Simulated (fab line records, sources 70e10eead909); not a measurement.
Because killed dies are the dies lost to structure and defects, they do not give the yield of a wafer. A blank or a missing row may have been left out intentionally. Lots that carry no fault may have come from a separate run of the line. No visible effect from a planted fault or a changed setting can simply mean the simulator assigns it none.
fab line records + flow nand_harc
[record]
- lots = 12
- wafers = 36
- last_day = 24
route steps=1159 shown A_CONTACT@946 A_BLC@971 END@1159
lots that met no fault: taken from a fault-free run of the same line
start_h: hours from the record's opening day to when the first of the lot's shown wafers began + wait_h: time in hours since the lot's previous step + " same as the row above + L1.1+2: a row that stands for several wafers + - value missing, or start not given + * or withheld: withheld + < > ~ a bound
route shown NAME@n: a module of which the file shows steps, and the number in the route of the first + usual: the fault-free wafers' mean and standard deviation + same: alike in all rows + chamber/n: place in a boat + sites: the reading at each site + _std_site: how widely they spread, as a standard deviation + _edge_site: inner sites' mean taken away from outer sites' mean + radius_mm: how far each site lies from the wafer's centre + mask NAME#n: copy n + behind: the tool/chamber that last shaped the wafer + hold: the reason the lot was held/the length of the hold in hours/how it ended + device: names the non-switching transistor (n, p or np) + end of line: the same wafers' tests at the end of the route + a step given without rows: its recipe and nothing more + killed: count of dies lost to structure and defects at first sort (not the wafer's yield) + map: a wafer's dies, x killed, . not, _ none there
set.NAME: the run value of the setting; set.NAME@STEP: its run value at that earlier step + model.NAME: the simulator's own value behind a step, which no gauge read
the route's steps for a sample of lots (tables are steps, rows are wafers)
services: from which hour (start_h, from the record's first day; less than 0 if before it) a tool's chamber was out of use, for how many hours, and why
[[steps]]
[step NHARC_A_CONTACT_ETCH_137]
[recipe]
- source_w = withheld
- pressure_mtorr = 20
- bias_v = 3000
- time_s = 132
- target_depth_a = 12870
- ar_flow_sccm = withheld
- c4f8_flow_sccm = withheld
- o2_flow_sccm = withheld
- chemistry = C4F8/O2/Ar
| lot.wafer | tool            | chamber | start_h | wait_h | rf_hours_counter_h |
|-----------|-----------------|---------|---------|--------|--------------------|
| L821.2    | har_cap_etch-01 | 0       | 385.52  | 0.1    | 59                 |
| L821.1    | "               | 1       | "       | "      | 59                 |
| L821.4    | "               | 0       | "       | "      | -                  |
| L825.1    | har_cap_etch-02 | 1       | 396.19  | 0.1    | 14                 |
| L825.4    | "               | 1       | "       | "      | -                  |
| L825.5    | "               | 1       | "       | "      | -                  |
| L822.4    | har_cap_etch-03 | 0       | 397.66  | 0.1    | -                  |
| L822.3    | "               | 1       | "       | "      | -                  |
| L822.5    | "               | 1       | "       | "      | -                  |
| L823.2    | har_cap_etch-01 | 0       | 401.91  | 0.1    | 62                 |
| L823.4    | "               | 0       | "       | "      | -                  |
| L823.3    | "               | 1       | "       | "      | -                  |
| L824.2    | har_cap_etch-01 | 1       | 425.41  | 0.1    | 65                 |
| L824.4    | "               | 0       | "       | "      | -                  |
| L824.5    | "               | 0       | "       | "      | -                  |
| L831.1    | har_cap_etch-02 | 0       | 464.72  | 0.1    | 25                 |
| L831.4    | "               | 1       | "       | "      | -                  |
| L831.3    | "               | 0       | "       | "      | -                  |
| L830.1    | har_cap_etch-01 | 0       | 466.84  | 0.1    | 72                 |
| L830.2    | "               | 1       | "       | "      | 72                 |
| L830.5    | "               | 1       | "       | "      | -                  |
| L838.2    | har_cap_etch-02 | 0       | 480.45  | 0.1    | 29                 |
| L838.4    | "               | 1       | "       | "      | -                  |
| L838.5    | "               | 0       | "       | "      | -                  |
| L835.2    | har_cap_etch-02 | 0       | 485.63  | 0.1    | 30                 |
| L835.4    | "               | 1       | "       | "      | -                  |
| L835.5    | "               | 1       | "       | "      | -                  |
| L842.1    | har_cap_etch-02 | 1       | 523.53  | 0.1    | 37                 |
| L842.4    | "               | 0       | "       | "      | -                  |
| L842.6    | "               | 0       | "       | "      | -                  |
| L841.1    | har_cap_etch-03 | 0       | 523.83  | 0.1    | 108                |
| L841.4    | "               | 0       | "       | "      | -                  |
| L841.6    | "               | 1       | "       | "      | -                  |
| L843.1    | har_cap_etch-01 | 1       | 527.06  | 0.1    | 83                 |
| L843.4    | "               | 0       | "       | "      | -                  |
| L843.6    | "               | 0       | "       | "      | -                  |
[step NHARC_A_CONTACT_ETCH_138]
[recipe]
- source_w = withheld
- pressure_mtorr = 20
- bias_v = 3000
- time_s = 132
- target_depth_a = 12890
- ar_flow_sccm = withheld
- c4f8_flow_sccm = withheld
- o2_flow_sccm = withheld
- chemistry = C4F8/O2/Ar
| lot.wafer | tool            | chamber | start_h | wait_h | rf_hours_counter_h |
|-----------|-----------------|---------|---------|--------|--------------------|
| L821.2    | har_cap_etch-01 | 0       | 385.68  | 0.1    | 59                 |
| L821.1    | "               | 1       | "       | "      | 59                 |
| L821.4    | "               | 0       | "       | "      | -                  |
| L825.1    | har_cap_etch-02 | 1       | 396.32  | 0.1    | 14                 |
| L825.4    | "               | 1       | "       | "      | -                  |
| L825.5    | "               | 1       | "       | "      | -                  |
| L822.4    | har_cap_etch-03 | 0       | 397.79  | 0.1    | -                  |
| L822.3    | "               | 1       | "       | "      | -                  |
| L822.5    | "               | 1       | "       | "      | -                  |
| L823.2    | har_cap_etch-01 | 0       | 402.03  | 0.1    | 62                 |
| L823.4    | "               | 0       | "       | "      | -                  |
| L823.3    | "               | 1       | "       | "      | -                  |
| L824.2    | har_cap_etch-01 | 1       | 425.53  | 0.1    | 66                 |
| L824.4    | "               | 0       | "       | "      | -                  |
| L824.5    | "               | 0       | "       | "      | -                  |
| L831.1    | har_cap_etch-02 | 0       | 464.84  | 0.1    | 25                 |
| L831.4    | "               | 1       | "       | "      | -                  |
| L831.3    | "               | 0       | "       | "      | -                  |
| L830.1    | har_cap_etch-01 | 0       | 466.96  | 0.1    | 73                 |
| L830.2    | "               | 1       | "       | "      | 73                 |
| L830.5    | "               | 1       | "       | "      | -                  |
| L838.2    | har_cap_etch-02 | 0       | 480.58  | 0.1    | 30                 |
| L838.4    | "               | 1       | "       | "      | -                  |
| L838.5    | "               | 0       | "       | "      | -                  |
| L835.2    | har_cap_etch-02 | 0       | 485.75  | 0.1    | 30                 |
| L835.4    | "               | 1       | "       | "      | -                  |
| L835.5    | "               | 1       | "       | "      | -                  |
| L842.1    | har_cap_etch-02 | 1       | 523.65  | 0.1    | 37                 |
| L842.4    | "               | 0       | "       | "      | -                  |
| L842.6    | "               | 0       | "       | "      | -                  |
| L841.1    | har_cap_etch-03 | 0       | 523.95  | 0.1    | 108                |
| L841.4    | "               | 0       | "       | "      | -                  |
| L841.6    | "               | 1       | "       | "      | -                  |
| L843.1    | har_cap_etch-01 | 1       | 527.22  | 0.1    | 83                 |
| L843.4    | "               | 0       | "       | "      | -                  |
| L843.6    | "               | 0       | "       | "      | -                  |
[step NHARC_A_CONTACT_ALD_18]
[recipe]
- target_thk_a = 30
- pulse_time_s = 1
- ald_cycles = 150
- temp_c = 450
- material = TiN
[usual]
- heater_power_w = 1135/170
- precursor_pulse_height_rel = 1.000/0.019
| lot.wafer | tool         | chamber | start_h | wait_h | heater_power_w | precursor_pulse_height_rel |
|-----------|--------------|---------|---------|--------|----------------|----------------------------|
| L821.1    | ald_metal-04 | 3       | 387.72  | -      | 1091           | 0.973                      |
| L821.2    | "            | 0       | "       | "      | 1031           | 1.005                      |
| L821.4    | "            | 1       | "       | "      | 973            | 1.001                      |
| L825.4    | ald_metal-02 | 0       | 398.26  | -      | 1093           | 1.006                      |
| L825.1    | "            | 3       | "       | "      | 988            | 1.029                      |
| L825.5    | "            | 1       | "       | "      | 1592           | 0.989                      |
| L822.4    | ald_metal-02 | 1       | 399.43  | -      | 1615           | 0.973                      |
| L822.3    | "            | 3       | "       | "      | 1025           | 1.006                      |
| L822.5    | "            | 1       | "       | "      | 1595           | 1.035                      |
| L823.2    | ald_metal-04 | 1       | 403.71  | -      | 990            | 1.004                      |
| L823.3    | "            | 2       | "       | "      | 1262           | 1.001                      |
| L823.4    | "            | 0       | "       | "      | 992            | 1.002                      |
| L824.2    | ald_metal-04 | 1       | 428.64  | -      | 970            | 1.003                      |
| L824.4    | "            | 2       | "       | "      | 1334           | 1.001                      |
| L824.5    | "            | 1       | "       | "      | 928            | 0.982                      |
| L831.1    | ald_metal-03 | 1       | 466.57  | -      | 1233           | 1.000                      |
| L831.4    | "            | 3       | "       | "      | 1048           | 0.990                      |
| L831.3    | "            | 0       | "       | "      | 1090           | 0.991                      |
| L830.2    | ald_metal-04 | 1       | 468.87  | -      | 942            | 1.006                      |
| L830.1    | "            | 2       | "       | "      | 1280           | 1.029                      |
| L830.5    | "            | 0       | "       | "      | 1047           | 0.989                      |
| L838.2    | ald_metal-02 | 3       | 482.27  | -      | 971            | 0.979                      |
| L838.4    | "            | 1       | "       | "      | 1599           | 1.018                      |
| L838.5    | "            | 0       | "       | "      | 1070           | 1.016                      |
| L835.4    | ald_metal-02 | 3       | 487.47  | -      | 1015           | 0.997                      |
| L835.2    | "            | 1       | "       | "      | 1591           | 1.007                      |
| L835.5    | "            | 3       | "       | "      | 1024           | 0.988                      |
| L842.1    | ald_metal-03 | 2       | 525.46  | -      | 1115           | 1.043                      |
| L842.4    | "            | 3       | "       | "      | 1073           | 1.017                      |
| L842.6    | "            | 3       | "       | "      | 1080           | 0.986                      |
| L841.4    | ald_metal-02 | 2       | 525.82  | -      | 919            | 0.989                      |
| L841.1    | "            | 3       | "       | "      | 1001           | 0.989                      |
| L841.6    | "            | 2       | "       | "      | 931            | 0.992                      |
| L843.1    | ald_metal-03 | 1       | 529.00  | -      | 1230           | 0.987                      |
| L843.4    | "            | 0       | "       | "      | 1098           | 1.012                      |
| L843.6    | "            | 2       | "       | "      | 1132           | 0.982                      |
[step NHARC_A_BLC_EXPOSE_07]
[recipe]
- na = 1.35
- target_cd_nm = 100
- dose_mj = 67.97
- mask_id = A_BLC
[usual]
- exposure_dose_mJ_cm2 = 67.92/0.076
| lot.wafer | tool            | chamber | start_h | wait_h | mask    | exposure_dose_mJ_cm2 |
|-----------|-----------------|---------|---------|--------|---------|----------------------|
| L821.1    | arfi_scanner-01 | 0       | 392.43  | -      | A_BLC#0 | 67.86                |
| L821.2    | "               | 0       | "       | "      | A_BLC#0 | 67.98                |
| L821.4    | "               | 0       | "       | "      | A_BLC#0 | 67.90                |
| L825.1    | arfi_scanner-02 | 0       | 400.18  | -      | A_BLC#0 | 68.06                |
| L825.4    | "               | 0       | "       | "      | A_BLC#0 | 67.99                |
| L825.5    | "               | 0       | "       | "      | A_BLC#0 | 68.03                |
| L822.3    | arfi_scanner-03 | 0       | 405.06  | -      | A_BLC#0 | 67.85                |
| L822.4    | "               | 0       | "       | "      | A_BLC#0 | 67.91                |
| L822.5    | "               | 0       | "       | "      | A_BLC#0 | 67.88                |
| L823.2    | arfi_scanner-01 | 0       | 405.62  | -      | A_BLC#0 | 67.92                |
| L823.3    | "               | 0       | "       | "      | A_BLC#0 | 67.80                |
| L823.4    | "               | 0       | "       | "      | A_BLC#0 | 67.91                |
| L824.2    | arfi_scanner-03 | 0       | 430.37  | -      | A_BLC#0 | 67.81                |
| L824.4    | "               | 0       | "       | "      | A_BLC#0 | 67.81                |
| L824.5    | "               | 0       | "       | "      | A_BLC#0 | 67.93                |
| L831.1    | arfi_scanner-01 | 0       | 469.87  | -      | A_BLC#0 | 57.92                |
| L831.3    | "               | 0       | "       | "      | A_BLC#0 | 57.96                |
| L831.4    | "               | 0       | "       | "      | A_BLC#0 | 57.98                |
| L830.1    | arfi_scanner-01 | 0       | 471.06  | -      | A_BLC#0 | 60.03                |
| L830.2    | "               | 0       | "       | "      | A_BLC#0 | 59.91                |
| L830.5    | "               | 0       | "       | "      | A_BLC#0 | 59.95                |
| L838.2    | arfi_scanner-02 | 0       | 484.14  | -      | A_BLC#0 | 67.89                |
| L838.4    | "               | 0       | "       | "      | A_BLC#0 | 67.89                |
| L838.5    | "               | 0       | "       | "      | A_BLC#0 | 67.89                |
| L835.2    | arfi_scanner-01 | 0       | 493.51  | -      | A_BLC#0 | 61.58                |
| L835.4    | "               | 0       | "       | "      | A_BLC#0 | 61.60                |
| L835.5    | "               | 0       | "       | "      | A_BLC#0 | 61.54                |
| L842.1    | arfi_scanner-02 | 0       | 529.36  | -      | A_BLC#0 | 68.15                |
| L842.4    | "               | 0       | "       | "      | A_BLC#0 | 68.10                |
| L842.6    | "               | 0       | "       | "      | A_BLC#0 | 67.94                |
| L841.1    | arfi_scanner-02 | 0       | 529.99  | -      | A_BLC#0 | 68.00                |
| L841.4    | "               | 0       | "       | "      | A_BLC#0 | 67.76                |
| L841.6    | "               | 0       | "       | "      | A_BLC#0 | 67.93                |
| L843.1    | arfi_scanner-03 | 0       | 531.51  | -      | A_BLC#0 | 67.90                |
| L843.4    | "               | 0       | "       | "      | A_BLC#0 | 67.97                |
| L843.6    | "               | 0       | "       | "      | A_BLC#0 | 67.98                |
[step NHARC_A_BLC_CD_MEAS_10]
[recipe]
- target_cd_nm = 100
- landing_energy_ev = 500
[usual]
- cd_nm = 99.8/0.69
| lot.wafer | tool      | chamber | start_h | wait_h | cd_nm |
|-----------|-----------|---------|---------|--------|-------|
| L821.1    | cd_sem-03 | 0       | 392.58  | -      | 100.1 |
| L821.2    | "         | 0       | "       | "      | 99.0  |
| L821.4    | "         | 0       | "       | "      | 99.5  |
| L825.1    | cd_sem-03 | 0       | 400.33  | -      | 99.3  |
| L825.4    | "         | 0       | "       | "      | 99.3  |
| L825.5    | "         | 0       | "       | "      | 99.7  |
| L822.3    | cd_sem-02 | 0       | 405.19  | -      | 99.7  |
| L822.4    | "         | 0       | "       | "      | 100.0 |
| L822.5    | "         | 0       | "       | "      | 99.8  |
| L823.2    | cd_sem-03 | 0       | 405.76  | -      | 100.4 |
| L823.3    | "         | 0       | "       | "      | 99.6  |
| L823.4    | "         | 0       | "       | "      | 99.8  |
| L824.2    | cd_sem-03 | 0       | 430.50  | -      | 99.6  |
| L824.4    | "         | 0       | "       | "      | 100.4 |
| L824.5    | "         | 0       | "       | "      | 99.5  |
| L831.1    | cd_sem-02 | 0       | 470.00  | -      | 89.7  |
| L831.3    | "         | 0       | "       | "      | 90.1  |
| L831.4    | "         | 0       | "       | "      | 89.0  |
| L830.1    | cd_sem-03 | 0       | 471.20  | -      | 92.5  |
| L830.2    | "         | 0       | "       | "      | 91.0  |
| L830.5    | "         | 0       | "       | "      | 92.0  |
| L838.2    | cd_sem-01 | 0       | 484.27  | -      | 99.3  |
| L838.4    | "         | 0       | "       | "      | 99.7  |
| L838.5    | "         | 0       | "       | "      | 99.9  |
| L835.2    | cd_sem-01 | 0       | 493.65  | -      | 92.1  |
| L835.4    | "         | 0       | "       | "      | 93.6  |
| L835.5    | "         | 0       | "       | "      | 93.5  |
| L842.1    | cd_sem-01 | 0       | 529.50  | -      | 100.0 |
| L842.4    | "         | 0       | "       | "      | 99.5  |
| L842.6    | "         | 0       | "       | "      | 99.1  |
| L841.1    | cd_sem-02 | 0       | 530.13  | -      | 100.2 |
| L841.4    | "         | 0       | "       | "      | 100.8 |
| L841.6    | "         | 0       | "       | "      | 101.2 |
| L843.1    | cd_sem-02 | 0       | 531.66  | -      | 99.7  |
| L843.4    | "         | 0       | "       | "      | 100.0 |
| L843.6    | "         | 0       | "       | "      | 99.2  |
[step NHARC_A_BLC_CD_MEAS_19]
[usual]
- cd_nm = 100.9/2.3
| lot.wafer | tool      | chamber | start_h | wait_h | cd_nm |
|-----------|-----------|---------|---------|--------|-------|
| L821.1    | cd_sem-02 | -       | 393.93  | -      | 97.1  |
| L821.2    | "         | -       | "       | "      | 102.5 |
| L821.4    | "         | -       | "       | "      | 99.8  |
| L825.1    | cd_sem-03 | -       | 401.52  | -      | 103.2 |
| L825.4    | "         | -       | "       | "      | 102.9 |
| L825.5    | "         | -       | "       | "      | 98.1  |
| L822.3    | cd_sem-02 | -       | 406.34  | -      | 98.8  |
| L822.4    | "         | -       | "       | "      | 97.0  |
| L822.5    | "         | -       | "       | "      | 96.7  |
| L823.2    | cd_sem-03 | -       | 406.92  | -      | 100.6 |
| L823.3    | "         | -       | "       | "      | 97.6  |
| L823.4    | "         | -       | "       | "      | 96.4  |
| L824.2    | cd_sem-02 | -       | 431.74  | -      | 103.5 |
| L824.4    | "         | -       | "       | "      | 101.1 |
| L824.5    | "         | -       | "       | "      | 101.7 |
| L831.1    | cd_sem-02 | -       | 471.17  | -      | 91.1  |
| L831.3    | "         | -       | "       | "      | 90.8  |
| L831.4    | "         | -       | "       | "      | 92.6  |
| L830.1    | cd_sem-01 | -       | 472.35  | -      | 93.8  |
| L830.2    | "         | -       | "       | "      | 92.2  |
| L830.5    | "         | -       | "       | "      | 93.4  |
| L838.2    | cd_sem-01 | -       | 485.43  | -      | 101.6 |
| L838.4    | "         | -       | "       | "      | 102.6 |
| L838.5    | "         | -       | "       | "      | 101.1 |
| L835.2    | cd_sem-03 | -       | 494.99  | -      | 92.3  |
| L835.4    | "         | -       | "       | "      | 93.7  |
| L835.5    | "         | -       | "       | "      | 96.2  |
| L842.1    | cd_sem-01 | -       | 530.73  | -      | 103.3 |
| L842.4    | "         | -       | "       | "      | 101.5 |
| L842.6    | "         | -       | "       | "      | 101.9 |
| L841.1    | cd_sem-03 | -       | 531.56  | -      | 101.0 |
| L841.4    | "         | -       | "       | "      | 100.4 |
| L841.6    | "         | -       | "       | "      | 103.6 |
| L843.1    | cd_sem-01 | -       | 532.81  | -      | 101.0 |
| L843.4    | "         | -       | "       | "      | 102.4 |
| L843.6    | "         | -       | "       | "      | 100.6 |
[step NHARC_END_SORT_01]
[recipe]
- temp_c = 25
[usual]
- killed_at_array = 28/11
- killed_at_other = 0.6/0.85
- killed_at_periphery = 2.8/2.3
- killed_dies = 31/11
- killed_open = 3.1/1.6
- killed_short = 2.0/1.4
[same]
- gross_dies = 677
| lot.wafer | tool      | chamber | start_h | wait_h | killed_at_array | killed_at_other | killed_at_periphery | killed_dies | killed_open | killed_short |
|-----------|-----------|---------|---------|--------|-----------------|-----------------|---------------------|-------------|-------------|--------------|
| L830.1    | prober-01 | 0       | 515.53  | 2.5    | 16              | 1               | 6                   | 23          | 3           | 0            |
| L830.2    | prober-01 | 0       | 516.32  | 2.8    | 21              | 0               | 2                   | 23          | 3           | 1            |
| L831.1    | prober-02 | 0       | 515.55  | 2.5    | 26              | 0               | 3                   | 29          | 1           | 2            |
| L831.3    | prober-02 | 0       | 517.13  | 3.1    | 44              | 0               | 1                   | 45          | 4           | 6            |
| L831.4    | prober-02 | 0       | 517.92  | 3.4    | 34              | 0               | 1                   | 35          | 3           | 2            |
| L835.2    | prober-02 | 0       | 544.57  | 2.8    | 26              | 1               | 1                   | 28          | 6           | 3            |
// killed by level:class
L830.1 A_CHANNEL_HOLE_D1:chamber_film_flake=5 A_CONTACT:chamber_film_flake=5 P_M2:chamber_film_flake=4 A_STAIRCASE:chamber_film_flake=3 P_GATE:geometric_particle:open=1 P_M1:geometric_particle:open=1 A_ONON_D1:geometric_particle:open=1 A_SLIT:chamber_film_flake=1
L831.1 A_SLIT:chamber_film_flake=8 A_STAIRCASE:chamber_film_flake=7 A_CONTACT:chamber_film_flake=3 A_CHANNEL_HOLE_D1:chamber_film_flake=2 A_M1:chamber_film_flake=2 A_BLC:area_expose=2 P_CONTACT:geometric_particle:open=1 A_WL_FILL:geometric_particle:short=1
L830.2 A_STAIRCASE:chamber_film_flake=6 A_CONTACT:chamber_film_flake=4 A_CHANNEL_HOLE_D1:chamber_film_flake=3 A_BLC:area_expose=3 P_CONTACT:geometric_particle:open=1 A_CHANNEL_FILL_D1:geometric_particle:open=1 A_CHANNEL_FILL_D1:geometric_particle:short=1 A_M0:geometric_particle:open=1
L831.3 A_SLIT:chamber_film_flake=17 A_STAIRCASE:chamber_film_flake=7 A_CHANNEL_HOLE_D1:chamber_film_flake=5 A_CONTACT:chamber_film_flake=3 A_CHANNEL_FILL_D1:geometric_particle:open=2 A_CHANNEL_FILL_D1:geometric_particle:short=2 A_ONON_D1:geometric_particle:short=1 A_SGD_CUT:geometric_particle:open=1
L831.4 A_SLIT:chamber_film_flake=13 A_STAIRCASE:chamber_film_flake=8 A_CHANNEL_HOLE_D1:chamber_film_flake=5 A_CHANNEL_FILL_D1:geometric_particle:short=2 A_CONTACT:chamber_film_flake=2 A_ONON_D1:geometric_particle:open=1 A_CONTACT:geometric_particle:open=1 A_BLC:geometric_particle:open=1
L835.2 A_CHANNEL_HOLE_D1:chamber_film_flake=14 A_M0:geometric_particle:open=4 A_CONTACT:chamber_film_flake=2 P_GATE:geometric_particle:open=1 A_CHANNEL_HOLE_D1:geometric_particle:short=1 A_SGD_CUT:geometric_particle:short=1 A_M1:geometric_particle:open=1 STARTING-WAFER:geometric_particle:short=1
[[services]]
| tool            | chamber | start_h | hours | kind       |
|-----------------|---------|---------|-------|------------|
| arfi_scanner-03 | -       | 361.79  | 19.9  | repair     |
| ald_metal-02    | -       | 364.05  | 10.0  | pm         |
| ald_metal-02    | 0       | 364.05  | 10.0  | vent_cycle |
| ald_metal-02    | 1       | 364.05  | 10.0  | vent_cycle |
| ald_metal-02    | 2       | 364.05  | 10.0  | vent_cycle |
| ald_metal-02    | 3       | 364.05  | 10.0  | vent_cycle |
| ald_metal-03    | -       | 366.72  | 0.7   | repair     |
| arfi_scanner-01 | -       | 368.00  | 4.0   | pm         |
| ald_metal-03    | 1       | 373.62  | 5.0   | repair     |
| ald_metal-02    | 0       | 374.05  | -     | clean      |
| ald_metal-02    | 1       | 374.05  | -     | clean      |
| ald_metal-02    | 2       | 374.05  | -     | clean      |
| ald_metal-02    | -       | 374.71  | 1.5   | repair     |
| arfi_scanner-02 | -       | 383.55  | 0.8   | repair     |
| ald_metal-04    | -       | 406.00  | 10.0  | pm         |
| arfi_scanner-02 | -       | 425.69  | 3.7   | repair     |
| arfi_scanner-01 | -       | 427.55  | 0.6   | repair     |
| arfi_scanner-01 | -       | 448.64  | 1.4   | repair     |
| ald_metal-03    | 2       | 485.78  | 14.4  | repair     |
| arfi_scanner-03 | -       | 486.09  | 4.0   | pm         |
| ald_metal-04    | -       | 495.96  | 74.6  | repair     |
| ald_metal-03    | -       | 500.00  | 10.0  | pm         |
| arfi_scanner-03 | -       | 506.55  | 1.0   | repair     |
| arfi_scanner-03 | -       | 507.77  | 0.5   | repair     |
[[key]]
[first_sign]
- step = NHARC_A_BLC_EXPOSE_07
- reading = exposure_dose_mJ_cm2
- direction = down
- sigmas = 99+
- usual = 67.92
- struck = 59.83
[effect]
- step = NHARC_A_BLC_CD_MEAS_10
- reading = cd_nm
- direction = down
- sigmas = 12
- usual = 99.8
- struck = 91.5
- through = control_loop
[effect]
- step = NHARC_A_BLC_CD_MEAS_19
- reading = cd_nm
- direction = down
- sigmas = 3.4
- usual = 100.9
- struck = 92.9
- through = control_loop
met_at NHARC_A_BLC_EXPOSE_07
struck_lots L830,L831,L835
tester_left_out L830,L831,L835
[loop_trim]
- step = NHARC_A_BLC_EXPOSE_07
- setting = dose
- lots = L830,L835
not_acting_at NHARC_A_CONTACT_ETCH_137,NHARC_A_CONTACT_ETCH_138,NHARC_A_CONTACT_ALD_18
onset_between 405.62 469.87
[fault]
- kind = process_parameter_drift
- tool = arfi_scanner-01
- chamber = -
- onset_h = 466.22
- steps = NHARC_A_BLC_EXPOSE_07
- channel = dose_mj
- offset = -9.9526
- shape = step
- acts_in = these_recipes_only
- stated = 67.97
// tester_left_out: of these lots the tester's yield and bins aren't shown, on N5 and GAA mostly nor the transistor test; their killed dies are dies lost to structure and defects alone, not to doping, threshold or leakage, so they don't give the yield
// loop_trim: a control loop set the setting to another value than it would have without faults
